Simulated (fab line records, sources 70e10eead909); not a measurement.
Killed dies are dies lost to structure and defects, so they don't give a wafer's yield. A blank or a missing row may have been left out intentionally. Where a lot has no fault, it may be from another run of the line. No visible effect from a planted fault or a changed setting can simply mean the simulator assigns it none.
Which tool did it?    flow nand-harc    42 wafers from 14 lots sampled at 2 of the route's 1302 steps

== WHAT EACH GAUGE READ, for each wafer ==
NHARC_A_M1_CD_MEAS_16. Usual: cd-nm reads 120.0 nm (standard deviation 0.9).
lot   measured      on         cd-nm (nm)         flag
L308  day 23 07:26  cd-sem-01  120.5 119.7 119.8  
L309  day 23 15:53  cd-sem-02  119.9 120.4 120.7  
L310  day 24 03:07  cd-sem-02  120.1 120.8 119.8  
L312  day 25 05:43  cd-sem-01  119.6 120.3 119.1  
L313  day 25 07:35  cd-sem-01  118.4 118.8 118.6  
L316  day 26 03:09  cd-sem-01  120.0 120.0 120.2  
L318  day 26 20:18  cd-sem-02  120.5 120.9 119.1  
L322  day 28 18:15  cd-sem-02  119.2 119.3 119.2  
L323  day 30 00:09  cd-sem-02  118.7 120.1 118.9  
L324  day 30 03:31  cd-sem-01  121.0 120.4 120.4  
L327  day 31 09:52  cd-sem-03  119.3 120.7 120.3  
L328  day 31 11:21  cd-sem-02  120.1 119.8 120.3  
L329  day 32 00:25  cd-sem-03  119.2 119.9 121.3  
L330  day 32 14:49  cd-sem-02  119.0 119.9 117.9  

== TOOL THAT RAN EACH LOT (tool first, then ch and the chambers of the sampled wafers, then the start) ==
lot   NHARC_A_M0_PVD_21
L308  pvd-sputter-02, day 23 07:26 or earlier
L309  pvd-sputter-02, day 23 15:53 or earlier
L310  pvd-sputter-01, day 24 03:07 or earlier
L312  pvd-sputter-02, day 25 05:43 or earlier
L313  pvd-sputter-01, day 25 07:35 or earlier
L316  pvd-sputter-01, day 26 03:09 or earlier
L318  pvd-sputter-01, day 26 20:18 or earlier
L322  pvd-sputter-01, day 28 18:15 or earlier
L323  pvd-sputter-02, day 30 00:09 or earlier
L324  pvd-sputter-01, day 30 03:31 or earlier
L327  pvd-sputter-01, day 31 09:52 or earlier
L328  pvd-sputter-03, day 31 11:21 or earlier
L329  pvd-sputter-01, day 32 00:25 or earlier
L330  pvd-sputter-03, day 32 14:49 or earlier
- NHARC_A_M0_PVD_21: deposits Cu, target thk 30 nm, time 20.49 s.

== AS READ BY THE TOOLS THEMSELVES (means over the sampled wafers that have a number; for cases with no such wafer, the mark the record gives instead) ==
NHARC_A_M0_PVD_21. Usual: throttle-valve-pct reads 29.9 % (standard deviation 1).
lot   tool            throttle-valve-pct (%)  flag
L308  pvd-sputter-02  29.7                    
L309  pvd-sputter-02  30.2                    
L310  pvd-sputter-01  30.7                    
L312  pvd-sputter-02  29.9                    
L313  pvd-sputter-01  29.9                    
L316  pvd-sputter-01  30.3                    
L318  pvd-sputter-01  29.8                    
L322  pvd-sputter-01  30.2                    
L323  pvd-sputter-02  29.8                    
L324  pvd-sputter-01  30.2                    
L327  pvd-sputter-01  30.2                    
L328  pvd-sputter-03  30.0                    
L329  pvd-sputter-01  31.1                    
L330  pvd-sputter-03  30.2                    

== THE ANSWER, worked out from the rows above alone ==
Rule: a lot counts as off when the mean over its wafers that have a number is more than 3 standard deviations away from the usual mean. Also off: a lot with no number at a reading for which 4 or more lots have one. Any other lot the step has rows for is counted as sound. Order of review: gauges by route order, followed by the tools' own readings, for which a lot's mean as printed above is used. At the first step where some lot is off, the reading lying furthest off is the one used; lots without a number count as furthest.
None of the lots is off at any reading shown; this tells nothing.

== WHAT THE SIMULATOR HAD PUT IN ==
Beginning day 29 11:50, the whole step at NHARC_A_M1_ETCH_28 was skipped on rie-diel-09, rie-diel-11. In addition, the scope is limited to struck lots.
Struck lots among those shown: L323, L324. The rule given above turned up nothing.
